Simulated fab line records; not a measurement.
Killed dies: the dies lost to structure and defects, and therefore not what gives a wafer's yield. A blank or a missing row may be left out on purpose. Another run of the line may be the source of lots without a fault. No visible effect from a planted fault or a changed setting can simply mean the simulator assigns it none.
Chamber matching | flow n5-finfet | N5_BEOL_M0_SAQP_PECVD_97 on pecvd-03 has 3 sister chambers
The step deposits SiNx from SiH4/NH3/N2, target thk 23 nm, time 19.9 s. 20 wafers are shown with their chamber, then 10 later ones without.

WAFERS PAIRED WITH THEIR CHAMBERS
wafer  | chamber | throttle-valve-pct (%) | heater-power-w (W) | showerhead-plenum-p-Torr (Torr)
L076.2 | 1       | 41.4                   | 521                | 5.13
L076.3 | 0       | 44.1                   | 507                | 5.10
L076.5 | 0       | 44.4                   | 501                | 5.09
L080.2 | 2       | 38.4                   | 617                | 5.13
L080.3 | 1       | 41.3                   | 584                | 5.14
L080.6 | 0       | 44.5                   | 477                | 5.10
L082.2 | 2       | 38.5                   | 674                | 5.15
L082.4 | 1       | 41.4                   | 592                | 5.15
L082.5 | 0       | 44.8                   | 451                | 5.11
L084.2 | 1       | 41.3                   | 547                | 5.15
L084.3 | 0       | 44.4                   | 520                | 5.12
L084.4 | 0       | 44.2                   | 504                | 5.08
L086.4 | 0       | 44.3                   | 498                | 5.11
L086.5 | 2       | 38.4                   | 641                | 5.13
L086.6 | 1       | 41.5                   | 623                | 5.15
L089.3 | 0       | 44.5                   | 450                | 5.10
L089.4 | 2       | 38.8                   | 739                | 5.14
L089.5 | 1       | 41.6                   | 620                | 5.15
L091.1 | 2       | 38.8                   | 747                | 5.15
L091.3 | 1       | 41.5                   | 596                | 5.14

SIGNATURES (means of the wafers above)
reading                  | chamber 0 | chamber 1 | chamber 2 | scatter within a chamber
throttle-valve-pct       | 44.400    | 41.429    | 38.580    | 0.182
heater-power-w           | 488.50    | 583.29    | 683.60    | 39.6
showerhead-plenum-p-Torr | 5.1013    | 5.1443    | 5.1400    | 0.0105
Rule: a wafer's distance from a chamber is the root of the sum, over the readings, of the square of ((its reading less the chamber's mean) divided by the reading's scatter). If the next closest chamber is less than 2 further off than the closest, the wafer can't be placed; otherwise it belongs to the closest. The scatter: take each reading less its chamber's mean, square it, sum over the shown wafers, divide by the number of wafers less the number of chambers, and take the root.

WAFERS WHOSE CHAMBER IS MISSING
wafer  | throttle-valve-pct (%) | heater-power-w (W) | showerhead-plenum-p-Torr (Torr)
L091.6 | 44.6                   | 489                | 5.11
L092.2 | 38.6                   | 683                | 5.16
L092.5 | 38.8                   | 700                | 5.15
L092.6 | 44.9                   | 474                | 5.10
L094.1 | 44.7                   | 480                | 5.10
L094.2 | 39.0                   | 700                | 5.15
L094.3 | 41.2                   | 599                | 5.15
L097.1 | 38.4                   | 728                | 5.14
L097.3 | 41.4                   | 577                | 5.15
L097.6 | 44.4                   | 474                | 5.10

THE CHAMBER EACH PASSED THROUGH
wafer  | from the rows above | in truth
L091.6 | 0                   | 0
L092.2 | 2                   | 2
L092.5 | 2                   | 2
L092.6 | 0                   | 0
L094.1 | 0                   | 0
L094.2 | 2                   | 2
L094.3 | 1                   | 1
L097.1 | 2                   | 2
L097.3 | 1                   | 1
L097.6 | 0                   | 0
Correct placement for 10 of the 10. From these rows, 0 cannot be placed. 0 placed wrongly.
